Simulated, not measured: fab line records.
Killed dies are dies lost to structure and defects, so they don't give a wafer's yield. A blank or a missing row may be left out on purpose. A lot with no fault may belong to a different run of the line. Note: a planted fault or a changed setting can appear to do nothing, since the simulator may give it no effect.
Matching of chambers | flow n5_finfet | 3 sister chambers for N5_BEOL_M7_ILD_DEP_00 on pecvd-03
The step deposits SiCOH lowk from DEMS/porogen, target thk 179.75 nm, time 33.4 s. 20 wafers are shown with their chamber, then 10 later ones without.

== WAFERS, EACH WITH ITS CHAMBER ==
wafer  | chamber | throttle_valve_pct (%) | rf_fwd_power_W (W) | showerhead_plenum_p_Torr (Torr)
L076.1 | 1       | 14.7                   | 496.4              | 5.729
L076.4 | 2       | 12.5                   | 492.4              | 5.725
L076.6 | 1       | 14.7                   | 495.8              | 5.756
L081.1 | 2       | 12.1                   | 494.8              | 5.728
L081.2 | 0       | 14.0                   | 491.5              | 5.746
L081.5 | 0       | 14.0                   | 492.4              | 5.746
L078.2 | 0       | 13.7                   | 492.5              | 5.732
L078.4 | 1       | 14.8                   | 496.2              | 5.740
L078.6 | 2       | 12.2                   | 490.7              | 5.717
L085.1 | 0       | 13.9                   | 493.2              | 5.734
L085.2 | 2       | 12.6                   | 496.4              | 5.726
L085.3 | 1       | 14.8                   | 495.2              | 5.738
L086.3 | 0       | 13.8                   | 493.6              | 5.747
L086.4 | 2       | 12.2                   | 492.9              | 5.709
L086.5 | 0       | 13.9                   | 492.2              | 5.746
L084.2 | 2       | 12.4                   | 495.3              | 5.724
L084.4 | 2       | 12.6                   | 493.5              | 5.728
L084.5 | 1       | 14.7                   | 496.8              | 5.740
L089.2 | 2       | 12.6                   | 494.7              | 5.704
L089.4 | 2       | 12.5                   | 494.2              | 5.725

SIGNATURES, as means of the wafers listed above
reading                  | chamber 0 | chamber 1 | chamber 2 | scatter within a chamber
throttle_valve_pct       | 13.883    | 14.740    | 12.411    | 0.151
rf_fwd_power_W           | 492.567   | 496.080   | 493.878   | 1.28
showerhead_plenum_p_Torr | 5.74183   | 5.74060   | 5.72067   | 0.0085
Rule: for a wafer and a chamber, the distance is found by dividing, reading by reading, the gap between the wafer's reading and the chamber's mean by the reading's scatter, squaring, summing and taking the root. If the next closest chamber is less than 2 further off than the closest, the wafer can't be placed; otherwise it belongs to the closest. The scatter is the square root of a quotient: the sum, over the shown wafers, of each reading's squared deviation from its chamber's mean, divided by wafers minus chambers.

== WAFERS MISSING THEIR CHAMBER ==
wafer  | throttle_valve_pct (%) | rf_fwd_power_W (W) | showerhead_plenum_p_Torr (Torr)
L089.6 | 13.9                   | 490.9              | 5.741
L092.1 | 14.8                   | 495.4              | 5.740
L092.4 | 12.8                   | 493.9              | 5.703
L092.6 | 14.0                   | 494.0              | 5.728
L096.2 | 13.8                   | 492.9              | 5.739
L096.3 | 12.4                   | 492.7              | 5.716
L096.4 | 12.8                   | 492.0              | 5.718
L095.2 | 14.4                   | 495.1              | 5.738
L095.3 | 14.0                   | 491.2              | 5.756
L095.5 | 13.9                   | 493.6              | 5.741

== THE CHAMBER EACH PASSED THROUGH ==
wafer  | from the rows above     | in truth
L089.6 | 0                       | 0
L092.1 | 1                       | 1
L092.4 | 2                       | 2
L092.6 | 0                       | 0
L096.2 | 0                       | 0
L096.3 | 2                       | 2
L096.4 | 2                       | 2
L095.2 | can't be placed: 1 or 0 | 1
L095.3 | 0                       | 0
L095.5 | 0                       | 0
9 of 10 placed correctly. These rows do not allow placing 1 (true chamber among the candidates in 1). Placed wrongly: 0.
